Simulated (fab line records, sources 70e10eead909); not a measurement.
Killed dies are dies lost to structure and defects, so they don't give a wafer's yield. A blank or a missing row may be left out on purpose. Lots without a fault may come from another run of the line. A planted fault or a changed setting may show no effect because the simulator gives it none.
A struck lot beside a sound one | flow nand_harc | 14 steps out of a route of 1302
Sound: wafers L642.1, L642.3, L642.4. Struck: wafers L638.4, L638.5, L638.6. The cause comes at the end.
At each step with rows: each side's tool, then ch and its chambers, then its first start. Under that, the readings that differ: sound wafers | struck wafers | difference of the means | sigmas: that difference in standard deviations of wafers without a fault.
alike: readings whose means differ by less than 2 such deviations, and words and numbers that are the same on both sides. not compared: withheld readings, readings that some wafer has no value for, bounds like >300 that may hide the same value, and numbers for which the record gives no deviation and whose values overlap.
The two part at a step that has a row with sigmas, a row that says differs or no value, or rows on one side only. Numbers that don't overlap but have no deviation are shown without sigmas and don't part them. A reading that every wafer of one side lacks parts them only if that side has two wafers or more.

NHARC_A_BONDPAD_DEP_00: deposits SiCN, target thk 250 nm.
  sound on pecvd-02 ch 1,2; struck on pecvd-03 ch 0,1,2
  alike: heater_power_w, susceptor_temp_C
NHARC_A_BONDPAD_CMP_29: polishes SiCN, target thk 200 nm.
  sound on cmp-04 ch 0,1,2, day 31 17:10; struck on cmp-03 ch 0,2,3, day 30 03:49
  alike: motor_current_A, retaining_ring_pressure_frac
NHARC_A_BONDPAD_THK_MEAS_30: measures by ellipsometry.
  sound on film_metro-02, day 31 17:25; struck on film_metro-02, day 30 04:00
  alike: thk_nm
then, 9 steps without rows for these wafers: NHARC_A_BONDPAD_SRD_31; NHARC_A_BONDPAD_DEHYDRATE_01 (time 120 s); NHARC_A_BONDPAD_HMDS_02 (time 30 s); NHARC_A_BONDPAD_COAT_33 (time 65 s); NHARC_A_BONDPAD_COAT_03 (resist thk 600 nm); NHARC_A_BONDPAD_SOFTBAKE_04 (time 70 s); NHARC_A_BONDPAD_EBR_05; NHARC_A_BONDPAD_EXPOSE_06 (exposes mask A BPAD); NHARC_A_BONDPAD_PEB_07 (peb time 80 s).
NHARC_A_BONDPAD_DEVELOP_08: time 50 s.
  sound on litho_track-05 ch 0, day 31 17:00; struck on litho_track-03, day 30 04:00
  no value came back on the struck wafers for chill_plate_temp_C (C), developer_temp_C (C); on the sound wafers chill_plate_temp_C (C) reads 23.10 22.91 22.93
NHARC_A_BONDPAD_CD_MEAS_09: target cd 500 nm.
  sound on cd_sem-02 ch 0, day 31 17:58; struck on cd_sem-02 ch 0, day 30 04:35
  alike: cd_nm

WHERE THEY PART
Only at NHARC_A_BONDPAD_DEVELOP_08, within this record. Later steps at which nothing parts them and some readings are alike: NHARC_A_BONDPAD_CD_MEAS_09.

WHY: what the simulator had put in
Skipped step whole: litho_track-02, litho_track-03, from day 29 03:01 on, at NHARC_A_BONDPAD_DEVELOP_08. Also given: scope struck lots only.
